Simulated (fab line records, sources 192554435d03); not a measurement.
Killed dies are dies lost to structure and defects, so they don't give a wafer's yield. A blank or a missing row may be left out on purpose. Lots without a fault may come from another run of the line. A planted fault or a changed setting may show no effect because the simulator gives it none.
Split-lot experiment | flow n5_finfet | 7 lots, 21 wafers read, on a route of 1938 steps

THE SPLIT
At N5_BEOL_M6_EXPOSE_08 (exposes mask M6), the setting dose_mj was moved away from the recipe's 68.25 on 6 of the 21 wafers read, by -7.2% to +2.5%. The other wafers ran this setting at the recipe's value.

FROM THE SPLIT TO THE READING: what the file shows between them, 15 steps
- N5_BEOL_M6_PEB_09: peb time 60 s
- N5_BEOL_M6_DEVELOP_10: develop time 30 s
- N5_BEOL_M6_CD_MEAS_11: target cd 38.5 nm
- N5_BEOL_M6_DESCUM_16: chemistry O2, time 7.9 s
- N5_BEOL_M6_ETCH_61: etches SiARC in CF4, target depth 45.5 nm, time 75.8 s
- N5_BEOL_M6_ETCH_62: etches SOC in N2/H2, target depth 110 nm, overetch 22 nm, time 165 s
- N5_BEOL_M6_STRIP_68: strips in N2/H2
- N5_BEOL_M6_STRIP_67: strips in CF4
- N5_BEOL_M6_HM_OPEN_17: chemistry Cl2/BCl3, target TiN, target depth 20 nm, overetch 6 nm
- N5_BEOL_M6_STRIP_19: strips in O2
- N5_BEOL_M6_CD_MEAS_18: pitch 80 nm, target cd 40 nm
- N5_BEOL_M6_COAT_63: time 60 s, resist thk 60 nm
- N5_BEOL_M6_COAT_64: time 60 s, resist thk 12 nm
- N5_BEOL_M6_PRECLEAN_42: cleans in residue remover, time 60 s
- N5_BEOL_M6_SRD_43: time 30 s

THE READING
cd_nm, in nm, at N5_BEOL_M6_CD_MEAS_35 (target cd 40 nm, target cd y 28 nm). Fault-free wafers of this fab line usually give 40.1 nm, standard deviation 0.48 nm.

wafer  | tool, chamber at the split | dose_mj as run | against the recipe | cd_nm, nm | against lot-mates on the recipe
L075.1 | arfi_scanner-03, 0         | 68.25          | recipe             | 39.7      | -
L075.2 | arfi_scanner-03, 0         | 68.25          | recipe             | 39.8      | -
L075.3 | arfi_scanner-03, 0         | 68.25          | recipe             | 40.6      | -
L076.3 | arfi_scanner-02, 0         | 63.35          | -7.2%              | 36.5      | -3.4
L076.4 | arfi_scanner-02, 0         | 68.25          | recipe             | 39.6      | -
L076.6 | arfi_scanner-02, 0         | 68.25          | recipe             | 40.1      | -
L081.1 | arfi_scanner-01, 0         | 68.25          | recipe             | 41.0      | -
L081.2 | arfi_scanner-01, 0         | 68.25          | recipe             | 40.3      | -
L081.3 | arfi_scanner-01, 0         | 68.25          | recipe             | 39.7      | -
L083.1 | arfi_scanner-01, 0         | 64.51          | -5.5%              | 36.4      | -2.6
L083.2 | arfi_scanner-01, 0         | 64.51          | -5.5%              | 36.7      | -2.3
L083.3 | arfi_scanner-01, 0         | 68.25          | recipe             | 39.0      | -
L086.3 | arfi_scanner-03, 0         | 66.07          | -3.2%              | 38.8      | -1.2
L086.4 | arfi_scanner-03, 0         | 68.25          | recipe             | 40.0      | -
L086.6 | arfi_scanner-03, 0         | 66.07          | -3.2%              | 39.2      | -0.8
L089.1 | arfi_scanner-01, 0         | 68.25          | recipe             | 40.0      | -
L089.3 | arfi_scanner-01, 0         | 68.25          | recipe             | 39.5      | -
L089.4 | arfi_scanner-01, 0         | 68.25          | recipe             | 39.9      | -
L090.4 | arfi_scanner-01, 0         | 68.25          | recipe             | 40.0      | -
L090.5 | arfi_scanner-01, 0         | 68.25          | recipe             | 39.5      | -
L090.6 | arfi_scanner-01, 0         | 69.94          | +2.5%              | 41.5      | +1.8

THE FIT
A straight line over all 21 wafers: cd_nm changes by +0.524 nm for each +1% of dose_mj; r = +0.93; the points scatter about the line by 0.52 nm.
The same after taking each lot's own level away (the mean of its wafers on the recipe; 21 wafers): +0.458 nm for each +1%; r = +0.95; scatter 0.37 nm.
On that fit, the largest move of dose_mj shifts the reading by 3.3 nm.
The lots' own levels span 39.00 to 40.33 nm, that is 2.8 times the standard deviation above.
So the lot-to-lot level changes the slope: the two fits differ.
Check: with one of the wafers moved furthest among these (-7.2%) left out of the fit, the line predicts -3.13 nm for it against its lot-mates. It came out at -3.35 nm against them.

OTHER SPLITS ON THESE WAFERS
These wafers also went through other splits before the reading. Each is held against what the fit with the lots' levels taken away leaves over:
other split on the same wafers | wafers away from the commonest value | r with cd_nm (lot level and that fit taken away)
N5_BEOL_M5_ETCH_62 source_w    | 9                                    | +0.29
N5_BEOL_M6_ILD_DEP_00 time_s   | 6                                    | -0.03

THE WHOLE CHAIN: every reading that the file lists as answering this split, in the file's order
step                  | what it does                                                         | reading                                                               | change (the file's fit)               | r (the file's)
N5_BEOL_M6_CD_MEAS_11 | target cd 38.5 nm                                                    | cd_nm                                                                 | +0.524 nm for each +1% of the setting | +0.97
N5_BEOL_M6_ETCH_61    | etches SiARC in CF4, target depth 45.5 nm, time 75.8 s               | BEOL_M6.cd_offset_nm (the simulator's own value, which no gauge read) | +0.499 nm for each +1% of the setting | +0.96
N5_BEOL_M6_ETCH_62    | etches SOC in N2/H2, target depth 110 nm, overetch 22 nm, time 165 s | BEOL_M6.cd_offset_nm (the simulator's own value, which no gauge read) | +0.483 nm for each +1% of the setting | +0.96
N5_BEOL_M6_CD_MEAS_18 | pitch 80 nm, target cd 40 nm                                         | cd_nm                                                                 | +0.505 nm for each +1% of the setting | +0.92
N5_BEOL_M6_CD_MEAS_35 | target cd 40 nm, target cd y 28 nm                                   | cd_nm                                                                 | +0.46 nm for each +1% of the setting  | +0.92

THE FILE'S OWN FIT
cd_nm changes by +0.46 nm for each +1% of dose_mj, r = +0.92.
